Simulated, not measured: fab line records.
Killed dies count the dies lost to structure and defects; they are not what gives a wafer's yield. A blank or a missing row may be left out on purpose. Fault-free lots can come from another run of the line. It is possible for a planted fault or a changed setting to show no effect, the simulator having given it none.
fab line records	flow n5Finfet
record: lots: 6	wafers: 18	lastDay: 19
route steps=1938 shown STI_FIN_REVEAL@187 DUMMY_GATE@212 PASSIVATION@1936
lots that met no fault: from a run of the same line without faults
startH: the number of hours between the record's first day and the start of the first shown wafer of the lot	waitH: hours elapsed since this lot's preceding step	" identical to the entry in the row above	L1.1+2: a row that stands for several wafers	- no value present, or no start provided	* or withheld: withheld	< > ~ a bound
route shown NAME@n: NAME is a module with steps in the file, n the number in the route of the first one	usual: mean/standard deviation taken from wafers without a fault	same: alike in all rows	chamber/n: place in a boat	sites: per-site readings	_std_site: how widely they spread, as a standard deviation	_edge_site: the outer-site mean with the inner-site mean subtracted	radiusMm: how far each site lies from the wafer's centre	mask NAME#n: copy n	behind: the last tool/chamber to shape the wafer	hold: cause of the lot's hold/its duration in hours/its outcome	device: transistor that didn't switch, given as n, p or np	end of line: tests run on the same wafers once the route is complete	a step without rows: its recipe alone	killed: the dies lost at the first sort to structure and to defects; this is not the yield of the wafer	map: the dies of a wafer, with x for killed, . for not killed, _ for no die there
set.NAME: the setting as run; set.NAME@STEP: as run at that earlier step	model.NAME: the simulator's own value behind a step, which no gauge read
lots at some steps of the route; a table a step, a row a wafer
services: a tool's chamber out of use, with start hour (startH, from the record's first day; less than 0 if before it), hours out, and reason
== steps ==
step: N5_STI_FIN_REVEAL_CMP_04
recipe: stopOn: Si3N4	tOverpolishS: 4	downForcePsi: 2	platenRpm: 54.18	postCmpClean: alkalineBrush	padVelocityMS: 1.078	targetThkNm: 131.83
step: N5_STI_FIN_REVEAL_THK_MEAS_05
usual: thkNm: 131.7/1.2
lot.wafer	tool	chamber	startH	waitH	thkNm
L398.2	filmMetro-02	-	35.03	-	129.8
L398.4	"	-	"	"	129.8
L398.6	"	-	"	"	133.3
L407.3	filmMetro-02	-	89.62	-	132.1
L407.4	"	-	"	"	132.1
L407.6	"	-	"	"	135.1
L409.1	filmMetro-02	-	103.45	-	129.9
L409.3	"	-	"	"	133.9
L409.5	"	-	"	"	130.8
L417.1	filmMetro-02	-	148.77	-	130.9
L417.3	"	-	"	"	130.6
L417.5	"	-	"	"	132.5
L418.1	filmMetro-01	-	153.92	-	131.3
L418.2	"	-	"	"	133.8
L418.6	"	-	"	"	132.0
L421.2	filmMetro-02	-	172.71	-	131.1
L421.4	"	-	"	"	131.2
L421.5	"	-	"	"	132.1
step: N5_STI_FIN_REVEAL_DENSIFY_30
recipe: tempC: *	timeS: *	ambient: N2	idleTempC: 600	rampUpCPerS: 150	rampDownCPerS: 60	coolToC: 600
usual: lampPowerPct: 11.53/0.057	lamp_zone_4_pct: 11.529/0.016	lamp_zone_6_pct: 11.451/0.018	wafer_temp_C_max: *
lot.wafer	tool	chamber	startH	waitH	lampPowerPct	lamp_zone_4_pct	lamp_zone_6_pct	wafer_temp_C_max
L398.2	rtpAnneal-01	0	35.21	0.2	11.55	11.532	11.457	*
L398.4	"	0	"	"	11.52	11.554	11.434	*
L398.6	"	0	"	"	11.52	11.518	11.469	*
L407.3	rtpAnneal-02	0	89.71	0.1	11.53	11.527	11.456	*
L407.4	"	0	"	"	11.59	11.540	11.431	*
L407.6	"	0	"	"	11.46	11.543	11.443	*
L409.1	rtpAnneal-02	0	103.68	0.2	11.48	11.534	11.438	*
L409.3	"	0	"	"	11.53	11.528	11.436	*
L409.5	"	0	"	"	11.71	11.544	11.482	*
L417.1	rtpAnneal-02	0	149.08	0.3	11.57	11.530	11.441	*
L417.3	"	0	"	"	11.51	11.531	11.469	*
L417.5	"	0	"	"	11.49	11.540	11.452	*
L418.1	rtpAnneal-01	0	153.94	0.0	11.60	11.498	11.452	*
L418.2	"	0	"	"	11.65	11.517	11.459	*
L418.6	"	0	"	"	11.54	11.524	11.444	*
L421.2	rtpAnneal-01	0	172.95	0.2	11.53	11.512	11.445	*
L421.4	"	0	"	"	11.55	11.505	11.466	*
L421.5	"	0	"	"	11.53	11.527	11.485	*
step: N5_STI_FIN_REVEAL_ETCHBACK_08
recipe: chemistry: C4F6/O2	target: SiO2	targetDepthA: 305	timeS: 10.167	ionEnergyEv: 250	pressureMtorr: 30	sourceW: 345	biasW: 185	Ar_flow_sccm: 300	C4F6_flow_sccm: 10	O2_flow_sccm: 10
usual: O2_flow_sccm: 10.000/0.029	biasW: 185.0/0.55	drypumpMotorCurrentA: 5.8/0.42	oesProductAu: 0.80/0.12	rfVppV: 675/12	showerheadPlenumPTorr: 2.83/0.13	throttleValvePct: 21.22/0.25
lot.wafer	tool	chamber	startH	waitH	O2_flow_sccm	biasW	drypumpMotorCurrentA	oesProductAu	rfHoursCounterH	rfVppV	showerheadPlenumPTorr	throttleValvePct
L398.2	rieDiel-03	3	35.41	0.2	9.971	185.9	6.4	0.76	138	690	2.84	20.87
L398.4	"	0	"	"	9.981	185.1	5.6	0.71	220	672	2.69	20.98
L398.6	"	1	"	"	10.015	184.5	5.5	1.02	-	687	3.03	21.16
L407.3	rieDiel-05	2	89.88	0.1	9.990	184.8	5.6	0.91	21	682	3.00	20.89
L407.4	"	1	"	"	9.973	184.9	5.6	0.67	237	657	2.83	21.51
L407.6	"	0	"	"	9.979	184.9	5.5	0.82	-	652	2.64	21.39
L409.1	rieDiel-01	3	103.91	0.2	10.003	183.7	6.5	0.98	2	683	3.06	21.48
L409.3	"	2	"	"	9.995	184.5	5.1	0.69	249	689	2.78	21.12
L409.5	"	2	"	"	10.004	184.5	5.1	0.69	-	689	2.78	21.10
L417.1	rieDiel-03	1	149.29	0.2	10.040	185.1	5.5	0.91	38	686	3.01	21.19
L417.3	"	3	"	"	9.954	184.8	6.4	0.73	174	690	2.82	20.92
L417.5	"	2	"	"	9.970	185.0	5.7	0.69	-	675	2.71	21.39
L418.1	rieDiel-05	1	154.16	0.2	10.016	185.7	5.5	0.97	1	655	2.82	21.13
L418.2	"	3	"	"	9.994	185.2	5.5	0.70	231	679	2.93	21.41
L418.6	"	0	"	"	9.958	184.8	5.6	0.79	-	653	2.63	21.43
L421.2	rieDiel-03	1	173.15	0.2	10.048	185.4	5.5	0.89	50	686	3.01	21.21
L421.4	"	2	"	"	10.013	185.2	5.6	0.67	-	675	2.70	21.39
L421.5	"	3	"	"	10.037	184.9	6.4	0.72	-	688	2.82	20.95
step: N5_STI_FIN_REVEAL_STRIP_24
recipe: chemistry: N2/H2	timeS: 90	powerW: 100	tempC: 40	pressureMtorr: 100	rfFrequencyHz: 6e+07	biasPowerW: 3	n2FlowSccm: 300	h2FlowSccm: 300
step: N5_STI_FIN_REVEAL_PRECLEAN_25
recipe: chemistry: SPM	timeS: 90	tempC: 120	mix: 4:1
step: N5_STI_FIN_REVEAL_PRECLEAN_26
recipe: chemistry: SC1	timeS: 45	tempC: 46	mix: 1:2:100
step: N5_STI_FIN_REVEAL_PRECLEAN_29
recipe: chemistry: DHF	timeS: 30	tempC: 25	dilution: 300:1
step: N5_STI_FIN_REVEAL_SRD_12
recipe: timeS: 30	tempC: 23	rinseLiquid: diw	dry: ipaMarangoni
step: N5_STI_FIN_REVEAL_RECESS_09
recipe: chemistry: HF/NH3	target: SiO2	afsCycles: 11	targetDepthA: 425	tempC: 30	sublimationTempC: 180	sublimationTimeS: 60
usual: drypumpMotorCurrentA: 5.77/0.085	sublimationTempC: 179.98/0.16
same: sublimationTimeS: 60
lot.wafer	tool	chamber	startH	waitH	drypumpMotorCurrentA	sublimationTempC
L398.2	vaporEtch-02	1	35.66	0.0	5.79	179.83
L398.4	"	1	"	"	5.81	179.95
L398.6	"	1	"	"	5.78	179.87
L407.3	vaporEtch-02	0	90.66	0.6	5.85	179.97
L407.4	"	1	"	"	5.78	180.05
L407.6	"	1	"	"	5.77	179.91
L409.1	vaporEtch-02	0	104.16	0.0	5.88	180.22
L409.3	"	1	"	"	5.80	179.82
L409.5	"	1	"	"	5.81	179.66
L417.1	vaporEtch-02	0	149.55	0.0	5.88	179.90
L417.3	"	0	"	"	5.85	180.15
L417.5	"	1	"	"	5.75	180.12
L418.1	vaporEtch-02	1	154.41	0.0	5.80	180.10
L418.2	"	0	"	"	5.89	180.10
L418.6	"	1	155.47	1.1	5.80	179.97
L421.2	vaporEtch-02	1	173.40	0.0	5.78	179.87
L421.4	"	0	"	"	5.85	180.10
L421.5	"	0	"	"	5.84	180.21
step: N5_STI_FIN_REVEAL_STRIP_16
recipe: chemistry: H3PO4	material: SiNx	tempC: 165	targetDepthA: 238	overetchFraction: 0.4964	dry: ipaMarangoni
step: N5_STI_FIN_REVEAL_PRECLEAN_17
recipe: chemistry: NF3:NH3	afsCycles: 1	tempC: 30	timeS: 20	sublimationTempC: 180	sublimationTimeS: 60	pressureTorr: 3	rfPowerW: 30
step: N5_STI_FIN_REVEAL_ETCH_34
recipe: chemistry: H2	mode: isotropic	material: Si	target: Si	targetDepthA: 9.7	tempC: 20	pressureMtorr: 4.5	icpW: 300	biasW: 0	h2FlowSccm: 7.5	heFlowSccm: 142.5
usual: drypumpMotorCurrentA: 5.8/0.47	oesProductAu: 0.996/0.018	throttleValvePct: 25.9/0.48
same: biasW: 0
lot.wafer	tool	chamber	startH	waitH	drypumpMotorCurrentA	oesProductAu	rfHoursCounterH	throttleValvePct
L398.2	rieSi-02	2	37.75	0.1	5.9	0.969	102	26.6
L398.4	"	0	"	"	5.4	1.020	70	26.3
L398.6	"	0	"	"	5.4	1.019	-	26.3
L407.3	rieSi-02	3	92.29	0.1	5.5	1.004	175	25.9
L407.4	"	0	"	"	5.4	1.004	71	26.3
L407.6	"	0	"	"	5.4	1.015	-	26.3
L409.1	rieSi-01	0	106.25	0.2	6.0	0.996	170	26.0
L409.3	"	1	"	"	6.3	0.988	98	25.2
L409.5	"	0	"	"	6.0	1.010	-	26.0
L417.1	rieSi-02	0	151.64	0.2	5.4	1.012	72	26.3
L417.3	"	2	"	"	5.9	0.960	104	26.5
L417.5	"	2	"	"	5.8	0.961	-	26.6
L418.1	rieSi-02	3	156.50	0.2	5.5	0.987	176	25.9
L418.2	"	2	"	"	5.8	0.956	104	26.5
L418.6	"	0	"	"	5.4	1.002	-	26.3
L421.2	rieSi-01	2	175.49	0.1	5.8	1.006	189	25.8
L421.4	"	2	"	"	5.9	1.008	-	25.8
L421.5	"	1	"	"	6.3	0.991	-	25.2
step: N5_STI_FIN_REVEAL_OXIDATION_31
recipe: chemistry: O2_PLASMA_REMOTE	tempC: 150	timeS: 20	pressureMtorr: 1000	sourcePowerW: 2000	o2FlowSccm: 3000
usual: drypumpMotorCurrentA: 6.08/0.13	heaterPowerW: 138/14
lot.wafer	tool	chamber	startH	waitH	drypumpMotorCurrentA	heaterPowerW	rfHoursCounterH
L398.2	plasmaAsher-01	1	37.81	0.0	5.95	153	37
L398.4	"	1	"	"	5.90	154	-
L398.6	"	0	"	"	6.25	124	-
L407.3	plasmaAsher-01	0	92.38	0.1	6.26	122	-
L407.4	"	1	"	"	5.90	154	-
L407.6	"	1	"	"	5.92	154	-
L409.1	plasmaAsher-02	1	106.31	0.0	6.14	150	94
L409.3	"	1	"	"	6.14	146	-
L409.5	"	0	"	"	5.97	128	-
L417.1	plasmaAsher-01	1	151.89	0.2	5.91	156	50
L417.3	"	1	"	"	5.91	155	-
L417.5	"	0	"	"	6.24	124	-
L418.1	plasmaAsher-01	1	156.56	0.0	5.97	155	52
L418.2	"	0	"	"	6.26	121	52
L418.6	"	0	"	"	6.24	124	-
L421.2	plasmaAsher-01	1	175.55	0.0	5.96	154	58
L421.4	"	0	"	"	6.25	124	-
L421.5	"	1	"	"	5.92	156	-
step: N5_STI_FIN_REVEAL_PRECLEAN_32
recipe: chemistry: NF3:NH3	afsCycles: 1	tempC: 30	timeS: 20	sublimationTempC: 180	sublimationTimeS: 60	pressureTorr: 3	rfPowerW: 30
step: N5_STI_FIN_REVEAL_STRIP_35
recipe: chemistry: H3PO4	material: Si3N4	tempC: 165	targetDepthA: 40	timeS: 39
step: N5_STI_FIN_REVEAL_SRD_21
recipe: dry: ipaMarangoni	timeS: 30	tempC: 23	rinseLiquid: diw
step: N5_STI_FIN_REVEAL_OXIDATION_33
recipe: chemistry: O2_PLASMA_REMOTE	tempC: 150	timeS: 20	pressureMtorr: 1000	sourcePowerW: 2000	o2FlowSccm: 3000
usual: drypumpMotorCurrentA: 6.08/0.13	heaterPowerW: 138/14
lot.wafer	tool	chamber	startH	waitH	drypumpMotorCurrentA	heaterPowerW	rfHoursCounterH
L398.2	plasmaAsher-01	1	38.16	0.0	5.90	153	37
L398.4	"	0	"	"	6.23	123	-
L398.6	"	0	"	"	6.23	124	-
L407.3	plasmaAsher-02	1	92.73	0.0	6.14	147	-
L407.4	"	0	"	"	6.03	124	-
L407.6	"	0	"	"	6.02	122	-
L409.1	plasmaAsher-01	1	106.66	0.0	5.90	152	44
L409.3	"	1	"	"	5.93	152	-
L409.5	"	0	"	"	6.25	123	-
L417.1	plasmaAsher-01	0	152.26	0.0	6.27	122	50
L417.3	"	1	"	"	5.90	154	-
L417.5	"	0	"	"	6.25	126	-
L418.1	plasmaAsher-01	1	157.30	0.4	5.95	157	53
L418.2	"	0	"	"	6.25	129	53
L418.6	"	0	"	"	6.25	121	-
L421.2	plasmaAsher-01	0	175.90	0.0	6.23	124	58
L421.4	"	1	"	"	5.88	157	-
L421.5	"	1	"	"	5.88	155	-
step: N5_STI_FIN_REVEAL_CLEAN_19
recipe: chemistry: O3/DIW	tempC: 25	timeS: 120	o3Ppm: 10
step: N5_STI_FIN_REVEAL_SRD_23
recipe: dry: ipaMarangoni	timeS: 30	tempC: 23	rinseLiquid: diw
step: N5_STI_FIN_REVEAL_CD_MEAS_22
recipe: targetCdNm: 6.238	pitchNm: 28	polarity: line
usual: cdNm: 6.26/0.27
lot.wafer	tool	chamber	startH	waitH	cdNm
L398.2	cdSem-01	-	38.33	0.0	6.56
L398.4	"	-	"	"	5.99
L398.6	"	-	"	"	6.55
L407.3	cdSem-01	-	92.87	0.0	6.05
L407.4	"	-	"	"	6.27
L407.6	"	-	"	"	5.87
L409.1	cdSem-03	-	106.82	0.0	6.41
L409.3	"	-	"	"	5.81
L409.5	"	-	"	"	5.93
L417.1	cdSem-02	-	152.42	0.0	6.09
L417.3	"	-	"	"	6.58
L417.5	"	-	"	"	6.27
L418.1	cdSem-01	-	157.46	0.0	6.26
L418.2	"	-	"	"	6.19
L418.6	"	-	"	"	6.57
L421.2	cdSem-02	-	176.06	0.0	6.08
L421.4	"	-	"	"	6.21
L421.5	"	-	"	"	6.08
step: N5_STI_FIN_REVEAL_FIN_H_MEAS_10
usual: trenchDepthNm: 52.2/0.88
lot.wafer	tool	chamber	startH	waitH	trenchDepthNm
L398.2	ocd-02	-	38.36	0.0	52.4
L398.4	"	-	"	"	51.1
L398.6	"	-	"	"	53.3
L407.3	ocd-01	-	92.90	0.0	52.7
L407.4	"	-	"	"	51.1
L407.6	"	-	"	"	52.4
L409.1	ocd-01	-	106.85	0.0	53.0
L409.3	"	-	"	"	52.3
L409.5	"	-	"	"	52.4
L417.1	ocd-01	-	152.45	0.0	52.9
L417.3	"	-	"	"	52.7
L417.5	"	-	"	"	50.9
L418.1	ocd-02	-	157.50	0.0	52.3
L418.2	"	-	"	"	52.7
L418.6	"	-	"	"	51.9
L421.2	ocd-02	-	176.09	0.0	53.4
L421.4	"	-	"	"	51.4
L421.5	"	-	"	"	53.1
step: N5_STI_FIN_REVEAL_PRECLEAN_18
recipe: chemistry: SC2	timeS: 45	tempC: 35	mix: 1:1:50
step: N5_STI_FIN_REVEAL_SRD_28
recipe: dry: ipaMarangoni	timeS: 30	tempC: 23	rinseLiquid: diw
step: N5_STI_FIN_REVEAL_INSPECT_13
recipe: inspectInstrument: darkfield	mode: postClean
usual: rawDefectCount: 12/5
lot.wafer	tool	chamber	startH	waitH	rawDefectCount
L398.2	defectInspect-01	-	38.48	0.0	19
L398.4	"	-	"	"	16
L398.6	"	-	"	"	17
L407.3	defectInspect-02	-	92.99	0.0	16
L407.4	"	-	"	"	11
L407.6	"	-	"	"	19
L409.1	defectInspect-02	-	106.94	0.0	11
L409.3	"	-	"	"	8
L409.5	"	-	"	"	5
L417.1	defectInspect-01	-	152.54	0.0	15
L417.3	"	-	"	"	305
L417.5	"	-	"	"	260
L418.1	defectInspect-01	-	157.58	0.0	20
L418.2	"	-	"	"	312
L418.6	"	-	"	"	18
L421.2	defectInspect-02	-	176.19	0.0	6
L421.4	"	-	"	"	15
L421.5	"	-	"	"	10
step: N5_DUMMY_GATE_PRECLEAN_00
recipe: chemistry: O3/DIW	timeS: 60	tempC: 22	o3Ppm: 10
step: N5_PASSIVATION_PROBE_49
usual: killed_at_M0_to_M3: 33/11	killed_at_M4_up: 14/5	killedAtContacts: 11/7.3	killedAtFrontEnd: 43/12	killedAtOther: 4/3.1	killedDies: 106/17	killedOnRim: 14/3.8	killedOpen: 69/13	killedShort: 34/8.7
same: grossDies: 1180	killedAtBackSide: 0
lot.wafer	tool	chamber	startH	waitH	killed_at_M0_to_M3	killed_at_M4_up	killedAtContacts	killedAtFrontEnd	killedAtOther	killedDies	killedOnRim	killedOpen	killedShort
L398.2	prober-01	-	326.52	0.1	18	10	16	36	4	84	10	60	24
L398.4	prober-01	-	326.62	0.2	20	10	8	43	4	85	13	54	31
L398.6	prober-01	-	326.72	0.3	22	18	4	66	6	116	15	73	40
L409.1	prober-02	-	357.31	0.0	39	11	10	38	7	105	18	75	30
L409.3	prober-02	-	357.41	0.1	28	9	8	52	14	111	18	67	42
L409.5	prober-02	-	357.51	0.2	42	7	6	53	3	111	22	66	44
L407.3	prober-01	-	366.06	0.1	34	9	15	31	7	96	8	70	26
L407.4	prober-01	-	366.11	0.2	27	14	7	43	1	92	15	61	31
L407.6	prober-01	-	366.21	0.3	31	19	13	31	2	96	13	66	30
L418.1	prober-01	-	438.18	0.0	29	11	11	33	4	88	11	50	32
L418.2	prober-01	-	438.23	0.1	31	17	5	122	3	178	22	57	14
L418.6	prober-01	-	438.43	0.3	45	29	14	38	3	129	22	88	35
L417.1	prober-01	-	444.58	0.0	38	13	14	24	12	101	18	67	33
L417.3	prober-01	-	444.68	0.1	42	15	15	120	5	197	15	65	34
L417.5	prober-01	-	444.78	0.2	28	16	6	122	4	176	16	51	30
killed by level:class
L398.2 MOL_CONTACT_COAG:geometricParticle:open=13 STI_FIN_REVEAL:geometricParticle:open=10 FIN_SAQP:geometricParticle:open=9 BEOL_M1:geometricParticle:short=5 STI_FIN_REVEAL:geometricParticle:short=5 BEOL_M3:geometricParticle:open=5 FIN_SAQP:geometricParticle:short=4 DUMMY_GATE:geometricParticle:open=4
L398.4 FIN_SAQP:geometricParticle:short=14 STI_FIN_REVEAL:geometricParticle:open=14 MOL_CONTACT_COAG:geometricParticle:open=8 FIN_SAQP:geometricParticle:open=5 STI_FIN_REVEAL:geometricParticle:short=5 BEOL_M1:geometricParticle:open=5 BEOL_M4:geometricParticle:open=5 BEOL_M3:geometricParticle:open=4
L398.6 STI_FIN_REVEAL:geometricParticle:open=18 FIN_SAQP:geometricParticle:open=15 FIN_SAQP:geometricParticle:short=12 BEOL_M0_SAQP:geometricParticle:open=7 BEOL_M4:geometricParticle:open=7 GATE_CUT:geometricParticle:short=6 BEOL_M0_SAQP:geometricParticle:short=5 BEOL_M1:geometricParticle:short=5
L409.1 STI_FIN_REVEAL:geometricParticle:open=10 MOL_CONTACT_COAG:geometricParticle:open=9 BEOL_M0_SAQP:geometricParticle:short=9 BEOL_M0_SAQP:geometricParticle:open=9 BEOL_M4:geometricParticle:open=7 FIN_SAQP:geometricParticle:open=6 DUMMY_GATE:geometricParticle:open=6 FIN_SAQP:geometricParticle:short=5
L409.3 FIN_SAQP:geometricParticle:short=13 FIN_SAQP:geometricParticle:open=12 STI_FIN_REVEAL:geometricParticle:open=7 MOL_CONTACT_COAG:geometricParticle:open=7 BEOL_M0:geometricParticle:open=7 ILD0:geometricParticle:open=6 BEOL_M0_SAQP:geometricParticle:short=6 PASS1_CAP:geometricParticle:open=6
L409.5 FIN_SAQP:geometricParticle:short=17 BEOL_M0_SAQP:geometricParticle:open=13 FIN_SAQP:geometricParticle:open=12 BEOL_M0_SAQP:geometricParticle:short=8 DUMMY_GATE:geometricParticle:open=7 MOL_CONTACT_COAG:geometricParticle:open=6 BEOL_M3:geometricParticle:open=6 GATE_CUT:geometricParticle:short=5
L407.3 MOL_CONTACT_COAG:geometricParticle:open=10 BEOL_M1:geometricParticle:open=10 STI_FIN_REVEAL:geometricParticle:open=8 FIN_SAQP:geometricParticle:open=6 MOL_CONTACT_COAG:geometricParticle:short=5 BEOL_M2:geometricParticle:open=5 BEOL_M3:geometricParticle:open=5 BEOL_M4:geometricParticle:open=5
L407.4 STI_FIN_REVEAL:geometricParticle:open=15 GATE_CUT:geometricParticle:short=11 MOL_CONTACT_COAG:geometricParticle:open=7 BEOL_M3:geometricParticle:open=7 STI_FIN_REVEAL:geometricParticle:short=6 BEOL_M4:geometricParticle:open=6 BEOL_M0:geometricParticle:short=5 BEOL_M2:geometricParticle:open=5
L407.6 MOL_CONTACT_COAG:geometricParticle:open=11 STI_FIN_REVEAL:geometricParticle:open=9 FIN_SAQP:geometricParticle:open=6 BEOL_M0_SAQP:geometricParticle:open=6 BEOL_M4:geometricParticle:open=6 BEOL_M0_SAQP:geometricParticle:short=5 BEOL_M1:geometricParticle:open=5 BEOL_M2:geometricParticle:open=5
L418.1 MOL_CONTACT_COAG:geometricParticle:open=9 FIN_SAQP:geometricParticle:short=8 BEOL_M1:geometricParticle:open=7 BEOL_M2:geometricParticle:open=7 FIN_SAQP:geometricParticle:open=6 HKMG_FIN:areaEtch=5 BEOL_M4:geometricParticle:open=4 GATE_CUT:geometricParticle:short=4
L418.2 STI_FIN_REVEAL:unspecified=105 BEOL_M2:geometricParticle:open=9 BEOL_M0_SAQP:geometricParticle:open=7 BEOL_M3:geometricParticle:open=5 BEOL_M7:geometricParticle:open=5 FIN_SAQP:geometricParticle:open=4 MOL_CONTACT_COAG:geometricParticle:open=4 BEOL_M4:geometricParticle:open=4
L418.6 BEOL_M4:geometricParticle:open=14 MOL_CONTACT_COAG:geometricParticle:open=11 BEOL_M2:geometricParticle:open=10 BEOL_M1:geometricParticle:open=8 BEOL_M0_SAQP:geometricParticle:open=7 DUMMY_GATE:geometricParticle:open=6 BEOL_M5:geometricParticle:open=6 STI_FIN_REVEAL:geometricParticle:open=5
L417.1 MOL_CONTACT_COAG:geometricParticle:open=13 BEOL_M0_SAQP:geometricParticle:open=13 BEOL_M0_SAQP:geometricParticle:short=10 BEOL_M3:geometricParticle:open=6 MIM_TOP_ETCH:geometricParticle:short=6 STI_FIN_REVEAL:geometricParticle:open=5 BEOL_M0:geometricParticle:short=5 FIN_SAQP:geometricParticle:open=4
L417.3 STI_FIN_REVEAL:unspecified=96 MOL_CONTACT_COAG:geometricParticle:open=14 BEOL_M0_SAQP:geometricParticle:open=12 GATE_CUT:geometricParticle:short=11 BEOL_M3:geometricParticle:open=8 BEOL_M0_SAQP:geometricParticle:short=6 BEOL_M1:geometricParticle:open=4 BEOL_M0:geometricParticle:open=4
L417.5 STI_FIN_REVEAL:unspecified=95 STI_FIN_REVEAL:geometricParticle:open=15 BEOL_M0_SAQP:geometricParticle:open=8 BEOL_M0_SAQP:geometricParticle:short=6 STI_FIN_REVEAL:geometricParticle:short=5 BEOL_M4:geometricParticle:open=5 MOL_CONTACT_COAG:geometricParticle:short=4 BEOL_M5:geometricParticle:open=4
map L417.3 (x killed, . not)
_________________.......x.x..________________
______________.................._____________
___________...x...xx..x............__________
__________.x..................x....._________
________............x................._______
_______..x....x.....x.x......x...x.....______
______..x........................x.xx..._____
_____........x......x................x..x____
____.........x.......................x..x.___
___........................x.x.........x...__
___........xx..x..........x.x.x...x..x.....__
__...x.x..x............x..................x._
__x..........x..................x........x.._
_................x.x........................x
_..........x..x............x.................
_....................x..........x............
_......xx.........................x.....x....
_............x.........................x.....
_x..x.......x........x..x...x..x......x....x.
_.....x..................................x...
_.........x.x.......x............x....x......
__.x...................x...................._
__...x.....xx....................x.xx.x....._
___..........x.....xxx.x..xx...........x...__
___..............xxxxxxxxx..x......x.......__
____............x..xxxxxxx..x.x...........___
_____......x.......xxxxxx.xx......xxx....____
______.........x.xxxxxxxxx.xx..........._____
_______..........xxxxxxxxxxxx.....x....______
________.x........xxxxxxxxxxxx...x...._______
__________.......x.xxxxxxxxx........_________
___________.......xxxxxxxx.x.......__________
______________..x..xxxxxxxxx.x.._____________
_________________...xx.......________________
map L418.2 (x killed, . not)
_________________.......x....________________
______________.................._____________
___________..................x.....__________
__________..........x.........x....._________
________........x....................._______
_______.......x.x.....x.....x..........______
______.x...........x...................._____
_____.....x..............................____
____.x.......x......x..................x..___
___........xx..............................__
___........................................__
__.....x..x.xx...xx....x...................._
__.......x....x..x....x....................._
_....................x.......................
_..........x..x.......................x.x....
_..x............x............................
_............................................
_.........x..................................
_....................x...............xx......
_...................x.....x.............x...x
_.x.......................x....x.............
__.........x...............x...........x...x_
__x..........x..........x...............x..._
___x..x........x....x..x...................__
___...............x..xxx.xxxx..............__
____..........x..xxx.xxxxxx.x.x...........___
_____...........xx.xxxxxxxxxx..xx........____
______..x...x....xxxxxxxxxxxx.x.......x._____
_______..........xxxxxxxxxxx.xx.......x______
________......x.xxxxxxxxxxxx.........._______
__________....x.xxxxxxxxxxx..x......_________
___________..x...xx.xxxxxx.xx...x..__________
______________x.x..xxxx.xx..xx.._____________
_________________.xxx.xx.x...________________
== services ==
tool	chamber	startH	hours	kind
rieDiel-03	1	19.73	-	clean
rieDiel-03	1	19.73	-	consumableReplace:focusRing
rieDiel-03	1	19.73	-	consumableReplace:showerhead
rieDiel-03	1	19.73	14.1	scheduledDown
rieDiel-03	1	19.73	14.1	ventCycle
rieDiel-05	-	44.27	2.8	pm
plasmaAsher-01	-	53.54	17.2	repair
rieDiel-03	2	54.26	1.3	repair
rieDiel-01	2	61.20	4.2	repair
plasmaAsher-01	-	85.42	2.8	pm
plasmaAsher-01	-	95.43	3.5	repair
rieSi-01	-	102.54	0.1	repair
rieSi-01	-	118.19	2.1	repair
plasmaAsher-01	-	128.60	21.9	repair
vaporEtch-02	-	130.84	4.3	pm
rieDiel-03	0	138.30	-	clean
rieDiel-03	0	138.30	-	consumableReplace:focusRing
rieDiel-03	0	138.30	-	consumableReplace:showerhead
rieSi-01	2	139.50	6.2	repair
plasmaAsher-02	-	150.53	14.6	pm
rieSi-01	3	154.02	22.7	repair
rieDiel-03	2	165.53	5.8	repair
rieSi-01	2	167.02	1.7	repair
plasmaAsher-02	-	169.99	1.7	repair
== key ==
firstSign: step: N5_STI_FIN_REVEAL_INSPECT_13	reading: rawDefectCount	direction: up	sigmas: 56	usual: 12	struck: 292
effect: step: N5_PASSIVATION_PROBE_49	reading: killedAtFrontEnd	direction: up	sigmas: 6.7	usual: 43	struck: 121
moreKillsBornAt: N5_STI_FIN_REVEAL_ETCH_34@rieSi-02: 296
metAt N5_STI_FIN_REVEAL_ETCH_34
struckWafers L417.3,L417.5,L418.2
testerLeftOut L417,L418
onsetBetween 37.75 151.64
fault: kind: chamberParticleSource	tool: rieSi-02	chamber: 2	onsetH: 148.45	steps: N5_STI_FIN_REVEAL_ETCH_34	ratePerVisitCm2: 0.41218	endH: 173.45
testerLeftOut: of these lots the tester's yield and bins aren't shown, on N5 and GAA mostly nor the transistor test; their killed dies are dies lost to structure and defects alone, not to doping, threshold or leakage, so they don't give the yield
